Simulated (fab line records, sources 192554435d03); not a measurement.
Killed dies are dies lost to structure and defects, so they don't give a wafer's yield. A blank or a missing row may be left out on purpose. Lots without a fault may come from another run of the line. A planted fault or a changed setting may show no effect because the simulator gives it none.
Chamber matching | flow n5_finfet | N5_BEOL_M1_ETCH_64 on rie_diel-06: 4 sister chambers
The step etches SOC in N2/H2, target depth 75 nm, overetch 15 nm, time 112.5 s. 18 wafers are shown with their chamber, then 9 later ones without.

WAFERS WITH THEIR CHAMBER
wafer  | chamber | showerhead_plenum_p_Torr (Torr) | throttle_valve_pct (%) | drypump_motor_current_A (A)
L077.2 | 0       | 2.44                            | 17.53                  | 6.5
L077.3 | 2       | 2.48                            | 18.22                  | 5.7
L077.4 | 3       | 2.36                            | 17.59                  | 5.9
L080.1 | 2       | 2.48                            | 18.22                  | 5.7
L080.2 | 3       | 2.35                            | 17.60                  | 5.9
L080.3 | 0       | 2.44                            | 17.56                  | 6.6
L082.2 | 3       | 2.35                            | 17.60                  | 5.9
L082.3 | 2       | 2.48                            | 18.23                  | 5.6
L082.6 | 3       | 2.35                            | 17.61                  | 5.9
L083.1 | 0       | 2.44                            | 17.58                  | 6.5
L083.3 | 1       | 2.71                            | 17.79                  | 6.5
L083.6 | 2       | 2.48                            | 18.25                  | 5.7
L085.4 | 2       | 2.48                            | 18.25                  | 5.7
L085.5 | 1       | 2.71                            | 17.80                  | 6.5
L085.6 | 0       | 2.43                            | 17.56                  | 6.5
L086.2 | 1       | 2.71                            | 17.81                  | 6.5
L086.4 | 0       | 2.43                            | 17.57                  | 6.5
L086.6 | 3       | 2.35                            | 17.60                  | 5.9

SIGNATURES (means of the wafers above)
reading                  | chamber 0 | chamber 1 | chamber 2 | chamber 3 | scatter within a chamber
showerhead_plenum_p_Torr | 2.4360    | 2.7100    | 2.4800    | 2.3520    | 0.00378
throttle_valve_pct       | 17.5600   | 17.8000   | 18.2340   | 17.6000   | 0.0139
drypump_motor_current_A  | 6.520     | 6.500     | 5.680     | 5.900     | 0.0338
Rule: a wafer's distance from a chamber is the root of the sum, over the readings, of the square of ((its reading less the chamber's mean) divided by the reading's scatter). The wafer belongs to the nearest chamber; if the next one is less than 2 further off, it can't be placed. The scatter: the root of (the sum of the squares of (reading less its chamber's mean) over the shown wafers, divided by (wafers less chambers)).

WAFERS WITHOUT THEIR CHAMBER
wafer  | showerhead_plenum_p_Torr (Torr) | throttle_valve_pct (%) | drypump_motor_current_A (A)
L087.1 | 2.35                            | 17.61                  | 5.9
L087.2 | 2.43                            | 17.57                  | 6.6
L087.3 | 2.71                            | 17.78                  | 6.5
L089.1 | 2.43                            | 17.58                  | 6.5
L089.3 | 2.35                            | 17.62                  | 5.9
L089.4 | 2.35                            | 17.63                  | 5.9
L094.1 | 2.47                            | 17.84                  | 5.6
L094.2 | 2.70                            | 17.83                  | 6.5
L094.3 | 2.43                            | 17.60                  | 6.6

WHICH CHAMBER EACH WENT THROUGH
wafer  | from the rows above | in truth
L087.1 | 3                   | 3
L087.2 | 0                   | 0
L087.3 | 1                   | 1
L089.1 | 0                   | 0
L089.3 | 3                   | 3
L089.4 | 3                   | 3
L094.1 | 2                   | 2
L094.2 | 1                   | 1
L094.3 | 0                   | 0
Placed correctly: 9 of 9. Can't be placed from these rows: 0. Placed wrongly: 0.
